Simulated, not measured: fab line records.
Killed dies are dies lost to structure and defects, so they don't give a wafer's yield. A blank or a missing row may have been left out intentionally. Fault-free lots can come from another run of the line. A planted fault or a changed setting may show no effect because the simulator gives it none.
Matching of chambers | flow n5-finfet | N5_BEOL_M5_ETCH_67 on rie-diel-05 has 4 sister chambers
The step etches SiARC in CF4, target depth 15.6 nm, time 26 s. 18 wafers are shown with their chamber, then 9 later ones without.

WAFERS PAIRED WITH THEIR CHAMBERS
wafer  | chamber | showerhead-plenum-p-Torr (Torr) | throttle-valve-pct (%) | drypump-motor-current-A (A)
L081.1 | 3       | 2.18                            | 15.51                  | 5.63
L081.3 | 2       | 2.04                            | 15.96                  | 6.07
L081.6 | 0       | 2.19                            | 15.15                  | 5.61
L080.1 | 3       | 2.18                            | 15.51                  | 5.60
L080.2 | 1       | 2.21                            | 15.98                  | 5.90
L080.3 | 0       | 2.19                            | 15.16                  | 5.62
L083.3 | 1       | 2.21                            | 15.98                  | 5.91
L083.4 | 2       | 2.04                            | 15.99                  | 6.11
L083.6 | 3       | 2.18                            | 15.53                  | 5.62
L084.1 | 2       | 2.04                            | 15.98                  | 6.05
L084.4 | 1       | 2.21                            | 15.99                  | 5.92
L084.6 | 2       | 2.04                            | 15.99                  | 6.04
L085.2 | 0       | 2.19                            | 15.17                  | 5.62
L085.3 | 1       | 2.20                            | 15.99                  | 5.90
L085.4 | 3       | 2.18                            | 15.52                  | 5.62
L089.3 | 3       | 2.17                            | 15.56                  | 5.62
L089.4 | 1       | 2.20                            | 16.02                  | 5.91
L089.6 | 1       | 2.20                            | 16.01                  | 5.91

SIGNATURES, as means of the wafers listed above
reading                  | chamber 0 | chamber 1 | chamber 2 | chamber 3 | scatter within a chamber
showerhead-plenum-p-Torr | 2.1900    | 2.2050    | 2.0400    | 2.1780    | 0.00405
throttle-valve-pct       | 15.1600   | 15.9950   | 15.9800   | 15.5260   | 0.0166
drypump-motor-current-A  | 5.6167    | 5.9083    | 6.0675    | 5.6180    | 0.0163
Rule: distance of a wafer from a chamber = root of the sum over the readings of ((wafer's reading minus chamber's mean) / reading's scatter) squared. The wafer belongs to the nearest chamber; if the next one is less than 2 further off, it can't be placed. The scatter: take each reading less its chamber's mean, square it, sum over the shown wafers, divide by the number of wafers less the number of chambers, and take the root.

WAFERS WITH NO CHAMBER GIVEN
wafer  | showerhead-plenum-p-Torr (Torr) | throttle-valve-pct (%) | drypump-motor-current-A (A)
L090.2 | 2.20                            | 16.00                  | 5.89
L090.4 | 2.19                            | 15.17                  | 5.62
L090.6 | 2.04                            | 16.00                  | 6.06
L093.2 | 2.17                            | 15.55                  | 5.63
L093.4 | 2.20                            | 16.01                  | 5.92
L093.5 | 2.20                            | 16.03                  | 5.91
L091.2 | 2.19                            | 15.17                  | 5.63
L091.4 | 2.20                            | 16.01                  | 5.91
L091.5 | 2.04                            | 16.02                  | 6.05

WHICH CHAMBER EACH ONE RAN IN
wafer  | from the rows above | in truth
L090.2 | 1                   | 1
L090.4 | 0                   | 0
L090.6 | 2                   | 2
L093.2 | 3                   | 3
L093.4 | 1                   | 1
L093.5 | 1                   | 1
L091.2 | 0                   | 0
L091.4 | 1                   | 1
L091.5 | 2                   | 2
Placed correctly: 9 of 9. Number that these rows cannot place: 0. Wrongly placed: 0.
